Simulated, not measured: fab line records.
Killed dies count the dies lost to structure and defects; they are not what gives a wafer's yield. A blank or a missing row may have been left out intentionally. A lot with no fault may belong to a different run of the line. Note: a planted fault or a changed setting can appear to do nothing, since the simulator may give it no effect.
8D (eight disciplines) problem report, filled in by code	flow nandHarc	the parts of the form that need people (team, actions taken, sign-off) are left out

1. WHAT IS WRONG
At NHARC_P_M1_CMP_23, timeToEndpointS averages 14.1 s over 5 wafers from 3 lots, while fault-free wafers read 28.1 s, standard deviation 1.8. Measured from the usual mean, that is -7.8 standard deviations.
The step: polishes, t overpolish 20 s, target thk 157.82 nm.
Seen first at day 8 21:37 on cmp-03, wafer L935.1. Wafers with a number at this step in the record: 36, from 12 lots. Rule for "out", or "out of limits": more than 4 standard deviations from the usual mean. The rest of the wafers with a number are treated as sound.

2. WHAT THIS IS AND IS NOT
question	is	is not
which readings at this step	timeToEndpointS	edgeZonePressureFrac, motorCurrentA
which lots	L935, L936, L937	L925, L926, L928, L929, L930, L931, L933, L945, L947
which wafers of those lots	L935.1, L935.6, L936.4, L937.2, L937.6	L935.4, L936.2, L936.6, L937.5
read on which tools	cmp-03, cmp-04	cmp-01
when	from day 8 21:37	up to then (22 sound wafers); but 9 sound wafers of L936, L937, L945, L947 came after

3. SUSPECTS, AND WHAT RULES EACH OUT
Counting: a tool at a process step up to the reading stays a suspect if it ran every lot that is out. Sound lots after the first of them don't rule it out here, since some wafers of a struck lot are sound.
- ecdCu-01 at NHARC_P_M1_ECD_22 (material Cu, target thk 400 nm): kept. Ran every lot that is out, first one L935 (day 8 20:56); last sound lot up to then L933 (day 8 03:05).
- The sound lot-mates ran in chamber 1 of ecdCu-01 at NHARC_P_M1_ECD_22, but the wafers that are out ran in chamber 0.
Remaining after the count: ecdCu-01 at NHARC_P_M1_ECD_22.

4. THE CAUSE (what the simulator had put in)
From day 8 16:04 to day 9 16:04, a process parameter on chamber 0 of ecdCu-01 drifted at NHARC_P_M1_ECD_22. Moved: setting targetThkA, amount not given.
This tool alone remained once counting was done.

5. SEQUENCE OF EFFECTS, ordered by route
Each row: a reading whose mean over the struck wafers that have a number lies more than 3 standard deviations from the usual. Only readings for which the record gives a usual standard deviation are gone through. hours: the time from each lot's start at the first step in this table that gives one to its start at this step, as a median over the lots. sigmas: the change in usual standard deviations.
hours	step	reading	usual	on struck wafers	change	sigmas
0	NHARC_P_M1_CMP_23	timeToEndpointS	28.1 s	14.1	-14.0	-7.8
It contains these process steps:
- NHARC_P_M1_CMP_23: polishes, t overpolish 20 s, target thk 157.82 nm.

6. WHAT WOULD HAVE CAUGHT IT SOONER
6 hours passed between the start of the fault at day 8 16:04 and the first reading out of limits in this record, taken at day 8 21:37.
An alarm limit of 4 standard deviations would not have fired on the tool readings at NHARC_P_M1_ECD_22 for which the record gives a usual standard deviation, since none of them was out on any struck wafer.
Lots out: 3; of these, L936, L937 started NHARC_P_M1_ECD_22 on ecdCu-01 after day 8 21:37. A hold on the tool at that time would have spared those 2.
